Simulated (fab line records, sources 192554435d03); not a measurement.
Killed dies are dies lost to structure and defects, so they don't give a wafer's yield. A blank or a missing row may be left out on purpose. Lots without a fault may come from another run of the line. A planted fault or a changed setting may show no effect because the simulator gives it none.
One fault seen from 3 desks | flow n5_finfet | each desk has only its own numbers; what lay behind them comes last

THE TOOL OWNER'S DESK: rie_diel-01
The tool's own readings at N5_BEOL_M2_VIA_ETCH_34 (etches the open film in C4F6/O2, target depth 69.4 nm, time 65.9 s): means of the sampled wafers that have a number, for each lot that ran on this tool. A lot is out of limits, marked OUT, if its mean lies more than 4 standard deviations from the usual mean; the brackets give that distance.
Columns: A = drypump_motor_current_A at N5_BEOL_M2_VIA_ETCH_34, usual 5.6 A; B = oes_product_au at N5_BEOL_M2_VIA_ETCH_34, usual 0.79 a.u.; C = rf_vpp_V at N5_BEOL_M2_VIA_ETCH_34, usual 663 V; D = showerhead_plenum_p_Torr at N5_BEOL_M2_VIA_ETCH_34, usual 2.83 Torr; E = throttle_valve_pct at N5_BEOL_M2_VIA_ETCH_34, usual 30.72 %
lot  | first seen here | A   | B    | C   | D    | E
L653 | day 8 13:24     | 5.7 | 0.73 | 662 | 2.80 | 30.80
L658 | day 9 19:40     | 5.5 | 0.88 | 661 | 2.78 | 30.84
L659 | day 9 21:30     | 5.7 | 0.91 | 663 | 2.79 | 30.86
This desk's finding: nothing out of limits on any of the 3 lots.

THE DEFECT DESK
What the inspections along the route counted, lot by lot: means of the sampled wafers that have a number. A lot is out of limits, marked OUT, if its mean lies more than 4 standard deviations from the usual mean; the brackets give that distance.
Columns: A = raw_defect_count at N5_BEOL_M2_INSPECT_30, usual 383
lot  | first seen here | A
L650 | day 7 18:08     | 298
L653 | day 8 12:40     | 452
L658 | day 9 19:14     | 561
L659 | day 9 20:44     | 425
L662 | day 10 13:31    | 408
L668 | day 12 06:33    | 329
This desk's finding: nothing out of limits on any of the 6 lots.

THE METROLOGY DESK
What the gauges read, lot by lot, whatever tool the lot ran on: means of the sampled wafers that have a number. A lot is out of limits, marked OUT, if its mean lies more than 4 standard deviations from the usual mean; the brackets give that distance. Of its 12 readings 7 are shown: those that lie furthest out on some lot.
Columns: A = cd_nm at N5_BEOL_M2_CD_MEAS_28, usual 26.27 nm; B = V1_OVL at N5_BEOL_M2_OVL_MEAS_29, usual 0.4 nm; C = DIBL_P at N5_BEOL_M4_RC_MEAS_101, usual 35.4 mV/V; D = IOFF_N at N5_BEOL_M4_RC_MEAS_101, usual 0.152 nA/um; E = ION_N at N5_BEOL_M4_RC_MEAS_101, usual 672 uA/um; F = ION_P at N5_BEOL_M4_RC_MEAS_101, usual 461 uA/um; G = VT_P at N5_BEOL_M4_RC_MEAS_101, usual -251 mV
lot  | first seen here | A     | B    | C    | D     | E   | F   | G
L650 | day 7 18:02     | 26.47 | -0.7 | 37.2 | 0.178 | 683 | 461 | -254
L653 | day 8 12:34     | 26.60 | 0.1  | 35.3 | 0.147 | 676 | 462 | -251
L658 | day 9 19:08     | 26.32 | 0.2  | 35.2 | 0.154 | 663 | 447 | -256
L659 | day 9 20:38     | 26.18 | -0.0 | 35.6 | 0.143 | 666 | 454 | -254
L662 | day 10 13:25    | 26.21 | 0.2  | 35.2 | 0.143 | 665 | 457 | -251
L668 | day 12 06:28    | 26.28 | -0.3 | 36.5 | 0.148 | 675 | 460 | -253
This desk's finding: nothing out of limits on any of the 6 lots.

PUT TOGETHER
The tool owner's desk saw nothing out of limits.
The defect desk saw nothing out of limits.
The metrology desk saw nothing out of limits.

WHAT THE SIMULATOR HAD PUT IN
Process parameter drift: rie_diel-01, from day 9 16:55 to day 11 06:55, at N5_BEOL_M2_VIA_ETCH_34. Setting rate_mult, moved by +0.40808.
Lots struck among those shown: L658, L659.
